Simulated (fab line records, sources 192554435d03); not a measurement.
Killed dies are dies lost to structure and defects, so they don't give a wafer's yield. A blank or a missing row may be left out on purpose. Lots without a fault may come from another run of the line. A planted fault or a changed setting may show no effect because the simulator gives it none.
Chamber matching | flow n5_finfet | N5_FIN_SAQP_PECVD_48 on pecvd-02: 3 sister chambers
The step deposits SiNx from SiH4/NH3/N2, target thk 25 nm, time 22.1 s. 3 wafers are shown with their chamber, then 7 later ones without.

WAFERS WITH THEIR CHAMBER
wafer  | chamber | throttle_valve_pct (%)
L086.6 | 2       | 38.3
L092.1 | 1       | 41.5
L092.2 | 0       | 41.2

WAFERS WITHOUT THEIR CHAMBER
wafer  | throttle_valve_pct (%)
L092.3 | 38.2
L093.2 | 41.4
L093.4 | 41.1
L093.6 | 38.6
L095.1 | 38.4
L095.5 | 38.6
L095.6 | 41.5

WHICH CHAMBER EACH WENT THROUGH
wafer  | from the rows above     | in truth
L092.3 | 2                       | 2
L093.2 | can't be placed: 1 or 0 | 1
L093.4 | can't be placed: 0 or 1 | 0
L093.6 | 2                       | 2
L095.1 | 2                       | 2
L095.5 | 2                       | 2
L095.6 | can't be placed: 1 or 0 | 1
Placed correctly: 4 of 7. Can't be placed from these rows: 3 (the true chamber is among the candidates in 3). Placed wrongly: 0.
How it was worked out, from the rows above alone: a wafer's distance from a chamber is the root of the sum, over the readings, of the square of ((its reading less the chamber's mean) divided by the reading's scatter). The wafer belongs to the nearest chamber; if the next one is less than 2 further off, it can't be placed. A chamber's mean is the mean of its shown wafers. The scatter: with one shown wafer a chamber, the root of the mean of the squares of how far each hidden wafer lies from its nearest shown one.
